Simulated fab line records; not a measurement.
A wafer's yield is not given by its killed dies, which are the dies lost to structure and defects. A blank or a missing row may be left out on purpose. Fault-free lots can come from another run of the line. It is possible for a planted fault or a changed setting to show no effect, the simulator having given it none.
A single fault, viewed from 2 desks | flow n5 finfet | numbers are kept per desk, each desk with only its own; the story behind them comes last

## THE DEFECT DESK
Inspection counts along the route, by lot: the mean over sampled wafers that carry a number. If a lot's mean is further than 4 standard deviations from the usual mean, the lot is out of limits and carries the mark OUT (the distance appears in the brackets).
Columns: A = raw defect count at N5_DUMMY_REMOVAL_INSPECT_06, usual 11
lot  | first seen here | A
L986 | day 4 05:10     | 15
L987 | day 4 13:28     | 10
L989 | day 4 20:33     | 8
L993 | day 5 23:06     | 918 (+99 or more) OUT
L997 | day 6 23:41     | 903 (+99 or more) OUT
L996 | day 7 01:41     | 911 (+99 or more) OUT
L998 | day 7 08:11     | 11
L100 | day 7 18:35     | 7
L999 | day 7 19:16     | 12
L105 | day 8 22:34     | 13
This desk's verdict: out of limits on L993, L996, L997, starting with L993 at day 5 23:06 (raw defect count at N5_DUMMY_REMOVAL_INSPECT_06). Within limits: L986, L987, L989, L998, L100, L999, L105.

## THE TOOL OWNER'S DESK: rie diel-05
The tool's own readings at N5_DUMMY_REMOVAL_HM_STRIP_01 (strips SiNx in CH3F/O2, stops on poly-Si, target depth 4 nm, time 6.8 s): means of the sampled wafers that have a number, for each lot that ran on this tool. If a lot's mean is further than 4 standard deviations from the usual mean, the lot is out of limits and carries the mark OUT (the distance appears in the brackets).
Columns: A = CH3F_flow_sccm at N5_DUMMY_REMOVAL_HM_STRIP_01, usual 30.01 sccm; B = O2_flow_sccm at N5_DUMMY_REMOVAL_HM_STRIP_01, usual 20.00 sccm; C = drypump motor current A at N5_DUMMY_REMOVAL_HM_STRIP_01, usual 5.7 A; D = oes product au at N5_DUMMY_REMOVAL_HM_STRIP_01, usual 0.66 a.u.; E = rf vpp V at N5_DUMMY_REMOVAL_HM_STRIP_01, usual 127.6 V; F = showerhead plenum p Torr at N5_DUMMY_REMOVAL_HM_STRIP_01, usual 2.01 Torr; G = throttle valve pct at N5_DUMMY_REMOVAL_HM_STRIP_01, usual 16.15 %
lot  | first seen here | A     | B     | C   | D    | E     | F    | G
L987 | day 4 13:16     | 30.00 | 19.98 | 5.6 | 0.69 | 128.3 | 2.05 | 15.99
L989 | day 4 20:21     | 30.02 | 19.99 | 5.8 | 0.68 | 127.0 | 1.99 | 16.03
L993 | day 5 22:54     | 30.03 | 20.01 | 5.4 | 0.68 | 128.7 | 2.05 | 16.07
L997 | day 6 23:29     | 29.94 | 19.95 | 5.7 | 0.67 | 127.6 | 2.02 | 16.05
L996 | day 7 01:28     | 30.07 | 19.98 | 5.7 | 0.67 | 127.4 | 2.02 | 16.04
This desk's verdict: no lot among the 5 shows anything out of limits.

## PUT TOGETHER
The defect desk could have raised an alarm at day 5 23:06, on L993, L996, L997.
The tool owner's desk saw nothing out of limits.
The tool owner's desk has L993, L996, L997 on record, within its limits.
Of the lots named, all ran N5_DUMMY_REMOVAL_HM_STRIP_01 on rie diel-05.

## WHAT HAD BEEN PUT IN BY THE SIMULATOR
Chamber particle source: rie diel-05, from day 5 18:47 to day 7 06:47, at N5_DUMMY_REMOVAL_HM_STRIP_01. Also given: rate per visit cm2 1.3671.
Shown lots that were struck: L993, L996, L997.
Hours from the fault's start to each desk's first reading out of limits: the defect desk, 4.
